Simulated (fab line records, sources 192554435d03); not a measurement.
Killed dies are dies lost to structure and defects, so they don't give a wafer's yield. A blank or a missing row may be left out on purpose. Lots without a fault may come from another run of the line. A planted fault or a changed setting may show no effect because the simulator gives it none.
Which tool did it? | flow n5_finfet | 12 lots, 36 wafers sampled, at 4 steps of a route of 1938

WHAT THE GAUGES READ, wafer by wafer
N5_BEOL_M8_CD_MEAS_18: pitch 80 nm, target cd 40 nm.
lot  | measured     | on        | cd_nm (nm)
L076 | day 10 22:44 | cd_sem-01 | 40.1 39.6 40.1
L079 | day 11 04:08 | cd_sem-02 | 40.3 40.2 40.1
L077 | day 11 11:16 | cd_sem-03 | 39.5 39.4 40.6
L080 | day 11 19:23 | cd_sem-01 | 40.4 40.1 39.4
L083 | day 12 20:01 | cd_sem-03 | 39.9 40.4 39.9
L085 | day 12 22:22 | cd_sem-01 | 39.5 40.7 38.7
L087 | day 14 02:28 | cd_sem-02 | 40.0 40.2 40.1
L088 | day 14 02:49 | cd_sem-02 | 40.6 40.0 41.1
L091 | day 14 17:28 | cd_sem-03 | 40.3 39.5 39.7
L093 | day 15 01:29 | cd_sem-01 | 41.2 40.1 40.1
L095 | day 15 08:41 | cd_sem-02 | 40.6 40.1 40.3
L096 | day 16 00:40 | cd_sem-03 | 39.8 39.6 38.9

WHICH TOOL RAN EACH LOT (tool, then ch and the chambers of the sampled wafers, then the start)
lot  | N5_BEOL_M6_CMP_52             | N5_BEOL_M7_DESCUM_33               | N5_BEOL_M7_PRE_CLEAN_45
L076 | cmp-02 ch 1,2,3, day 10 11:08 | rie_diel-04 ch 0,2, day 10 15:46   | pvd_sputter-01, day 10 16:56
L079 | cmp-01 ch 2,3, day 10 15:15   | rie_diel-04 ch 0,1,3, day 10 19:31 | pvd_sputter-02, day 10 20:32
L077 | cmp-01 ch 2,3, day 10 22:02   | rie_diel-05 ch 0,2,3, day 11 01:26 | pvd_sputter-03, day 11 04:27
L080 | cmp-02 ch 0,2, day 11 04:36   | rie_diel-05 ch 0,2,3, day 11 10:04 | pvd_sputter-02, day 11 12:59
L083 | cmp-04 ch 1,2, day 12 06:53   | rie_diel-04 ch 0,2,3, day 12 14:07 | pvd_sputter-02, day 12 15:27
L085 | cmp-02 ch 2,3, day 12 10:31   | rie_diel-02 ch 0,2, day 12 14:31   | pvd_sputter-01, day 12 15:46
L087 | cmp-04 ch 0,2, day 13 13:23   | rie_diel-05 ch 0,3, day 13 20:34   | pvd_sputter-03, day 13 21:58
L088 | cmp-04 ch 1,2,3, day 13 14:12 | rie_diel-02 ch 0,2,3, day 13 20:38 | pvd_sputter-03, day 13 22:05
L091 | cmp-04 ch 2,3, day 14 06:02   | rie_diel-02 ch 1,2,3, day 14 10:26 | pvd_sputter-01, day 14 11:43
L093 | cmp-02 ch 0,2, day 14 14:28   | rie_diel-02 ch 0,2, day 14 19:31   | pvd_sputter-01, day 14 20:37
L095 | cmp-02 ch 0,2,3, day 14 16:15 | rie_diel-04 ch 2,3, day 14 23:40   | pvd_sputter-03, day 15 00:56
L096 | cmp-02 ch 0,1,3, day 15 09:16 | rie_diel-05 ch 2,3, day 15 14:36   | pvd_sputter-02, day 15 17:20
- N5_BEOL_M6_CMP_52: polishes, stops on SiCOH lowk, t overpolish 6.9 s, target thk 80 nm.
- N5_BEOL_M7_DESCUM_33: chemistry O2, time 7 s.
- N5_BEOL_M7_PRE_CLEAN_45: time 30 s.

THE ANSWER, worked out from the rows above alone
Rule: what is usual is taken from the lots themselves. Put in order of their means at a reading, lots are off if they are a third of the lots or fewer, leave a main group of 4 or more, and stand apart from it by a gap of 3 or more times the standard deviation of the main group's means; of several such gaps the widest counts. A main group whose means are all the same, to the digits that the tables above print for the reading, isn't used. A lot without any number at a reading at which 4 lots or more have one is off too. The other lots that the step has rows for count as sound.
No lot is off at any reading shown: from this, nothing can be told.

WHAT THE SIMULATOR HAD PUT IN
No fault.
